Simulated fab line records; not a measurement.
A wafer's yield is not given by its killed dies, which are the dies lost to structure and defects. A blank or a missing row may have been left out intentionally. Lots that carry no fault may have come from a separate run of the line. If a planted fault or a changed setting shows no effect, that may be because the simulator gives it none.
Matching of chambers | flow n5 finfet | rie diel-03 running N5_BEOL_M5_STRIP_64: 4 sister chambers
The step strips in CF4. 20 wafers are shown with their chamber, then 10 later ones without.

EACH WAFER AND ITS CHAMBER
wafer  | chamber | showerhead plenum p Torr (Torr) | drypump motor current A (A) | throttle valve pct (%)
L074.3 | 0       | 1.86                            | 5.7                         | 13.80
L074.5 | 1       | 1.79                            | 5.7                         | 13.73
L074.6 | 2       | 1.73                            | 5.5                         | 13.87
L075.3 | 1       | 1.79                            | 5.7                         | 13.72
L075.4 | 2       | 1.73                            | 5.5                         | 13.87
L075.6 | 2       | 1.73                            | 5.5                         | 13.87
L081.2 | 1       | 1.79                            | 5.8                         | 13.75
L081.5 | 0       | 1.85                            | 5.7                         | 13.81
L081.6 | 3       | 1.86                            | 5.2                         | 13.88
L085.2 | 3       | 1.85                            | 5.2                         | 13.91
L085.4 | 0       | 1.85                            | 5.7                         | 13.84
L085.5 | 3       | 1.85                            | 5.2                         | 13.91
L088.1 | 2       | 1.72                            | 5.5                         | 13.95
L088.3 | 1       | 1.78                            | 5.8                         | 13.79
L088.5 | 1       | 1.78                            | 5.7                         | 13.80
L090.2 | 2       | 1.72                            | 5.5                         | 13.96
L090.5 | 3       | 1.85                            | 5.2                         | 13.90
L090.6 | 0       | 1.85                            | 5.6                         | 13.85
L091.1 | 1       | 1.78                            | 5.7                         | 13.80
L091.2 | 2       | 1.72                            | 5.5                         | 13.93

SIGNATURES (averages over the wafers above)
reading                  | chamber 0 | chamber 1 | chamber 2 | chamber 3 | scatter within a chamber
showerhead plenum p Torr | 1.8525    | 1.7850    | 1.7250    | 1.8525    | 0.0053
drypump motor current A  | 5.675     | 5.733     | 5.500     | 5.200     | 0.0361
throttle valve pct       | 13.8250   | 13.7650   | 13.9083   | 13.9000   | 0.0337
Rule: a wafer's distance from a chamber is the root of the sum, over the readings, of the square of ((its reading less the chamber's mean) divided by the reading's scatter). The wafer belongs to the nearest chamber; if the next one is less than 2 further off, it can't be placed. The scatter: the root of (the sum of the squares of (reading less its chamber's mean) over the shown wafers, divided by (wafers less chambers)).

WAFERS WHOSE CHAMBER IS MISSING
wafer  | showerhead plenum p Torr (Torr) | drypump motor current A (A) | throttle valve pct (%)
L091.6 | 1.78                            | 5.7                         | 13.79
L092.1 | 1.85                            | 5.2                         | 13.94
L092.3 | 1.85                            | 5.6                         | 13.86
L092.4 | 1.72                            | 5.5                         | 13.97
L094.1 | 1.85                            | 5.2                         | 13.93
L094.2 | 1.78                            | 5.7                         | 13.79
L094.3 | 1.72                            | 5.5                         | 13.95
L095.2 | 1.72                            | 5.5                         | 13.98
L095.3 | 1.85                            | 5.3                         | 13.93
L095.5 | 1.72                            | 5.5                         | 13.96

WHICH CHAMBER EACH ONE RAN IN
wafer  | from the rows above | in truth
L091.6 | 1                   | 1
L092.1 | 3                   | 3
L092.3 | 0                   | 0
L092.4 | 2                   | 2
L094.1 | 3                   | 3
L094.2 | 1                   | 1
L094.3 | 2                   | 2
L095.2 | 2                   | 2
L095.3 | 3                   | 3
L095.5 | 2                   | 2
10 of 10 placed correctly. Can't be placed from these rows: 0. Wrongly placed: 0.
